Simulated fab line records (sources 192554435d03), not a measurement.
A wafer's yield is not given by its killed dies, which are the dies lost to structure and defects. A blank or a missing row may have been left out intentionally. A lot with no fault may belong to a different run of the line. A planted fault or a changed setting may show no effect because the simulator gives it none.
2 desks, one fault :: flow n5 finfet :: only its own numbers are on each desk; what lay behind them is given at the end

## FOR THE TOOL OWNER'S DESK: rie diel-02
The tool's own readings at N5_FIN_CUT_ETCH_21 (etches SOC in N2/H2, target depth 219 nm, overetch 43.8 nm, time 523.5 s): means of the sampled wafers that have a number, for each lot that ran on this tool. If a lot's mean is further than 4 standard deviations from the usual mean, the lot is out of limits and carries the mark OUT (the distance appears in the brackets).
Columns: A = drypump motor current A at N5_FIN_CUT_ETCH_21, usual 5.8 A; B = oes product au at N5_FIN_CUT_ETCH_21, usual 0.70 a.u.; C = rf vpp V at N5_FIN_CUT_ETCH_21, usual 240.8 V; D = showerhead plenum p Torr at N5_FIN_CUT_ETCH_21, usual 2.55 Torr; E = throttle valve pct at N5_FIN_CUT_ETCH_21, usual 17.8 %
lot: L732
first seen here: day 2 09:56
A: 5.7
B: 0.68
C: 242.3
D: 2.64
E: 18.1

lot: L733
first seen here: day 2 15:42
A: 6.3
B: 0.68
C: 242.7
D: 2.66
E: 18.1

lot: L738
first seen here: day 3 22:06
A: 6.0
B: 0.79
C: 240.8
D: 2.52
E: 17.5

lot: L741
first seen here: day 4 15:50
A: 5.9
B: 0.71
C: 241.1
D: 2.58
E: 17.7

lot: L742
first seen here: day 4 21:28
A: 6.2
B: 0.64
C: 242.2
D: 2.65
E: 18.2

lot: L743
first seen here: day 5 04:31
A: 5.2
B: 0.62
C: 241.4
D: 2.62
E: 18.2

lot: L744
first seen here: day 5 11:10
A: 5.2
B: 0.63
C: 241.6
D: 2.62
E: 18.2
This desk found nothing out of limits on any of the 7 lots.

## FROM THE METROLOGY DESK
What the gauges read, lot by lot, whatever tool the lot ran on: means of the sampled wafers that have a number. If a lot's mean is further than 4 standard deviations from the usual mean, the lot is out of limits and carries the mark OUT (the distance appears in the brackets). It has 11 readings; the 7 that lie furthest out on some lot are the ones shown.
Columns: A = DIBL_N at N5_BEOL_M4_RC_MEAS_101, usual 36.5 mV/V; B = IOFF_P at N5_BEOL_M4_RC_MEAS_101, usual 0.21 nA/um; C = ION_N at N5_BEOL_M4_RC_MEAS_101, usual 672 uA/um; D = ION_P at N5_BEOL_M4_RC_MEAS_101, usual 459 uA/um; E = SS_P at N5_BEOL_M4_RC_MEAS_101, usual 73.4 mV/dec; F = VT_N at N5_BEOL_M4_RC_MEAS_101, usual 250 mV; G = cd nm at N5_PASSIVATION_CD_MEAS_44, usual 39999 nm
lot: L733
first seen here: day 8 18:32
A: 37.0
B: 0.19
C: 672
D: 461
E: 72.4
F: 249
G: 40000

lot: L734
first seen here: day 8 21:33
A: 35.7
B: 0.20
C: 676
D: 462
E: 73.6
F: 249
G: 40006

lot: L732
first seen here: day 8 23:19
A: 38.5
B: 0.23
C: 674
D: 461
E: 74.7
F: 249
G: 39991

lot: L735
first seen here: day 9 07:25
A: 38.9
B: 0.26
C: 677
D: 460
E: 74.1
F: 247
G: 40000

lot: L738
first seen here: day 10 07:19
A: 37.3
B: 0.21
C: 672
D: 460
E: 73.2
F: 250
G: 39996

lot: L741
first seen here: day 10 13:52
A: 33.3
B: 0.17
C: 651
D: 453
E: 72.5
F: 256
G: 39999

lot: L745
first seen here: day 11 17:46
A: 37.9
B: 0.22
C: 660
D: 453
E: 72.9
F: 252
G: 40000

lot: L744
first seen here: day 11 19:24
A: 36.3
B: 0.20
C: 663
D: 448
E: 73.1
F: 250
G: 40000
This desk found nothing out of limits on any of the 8 lots.

## ALL TOGETHER
The tool owner's desk saw nothing out of limits.
Nothing out of limits was seen by the metrology desk.

## WHAT HAD BEEN PUT IN BY THE SIMULATOR
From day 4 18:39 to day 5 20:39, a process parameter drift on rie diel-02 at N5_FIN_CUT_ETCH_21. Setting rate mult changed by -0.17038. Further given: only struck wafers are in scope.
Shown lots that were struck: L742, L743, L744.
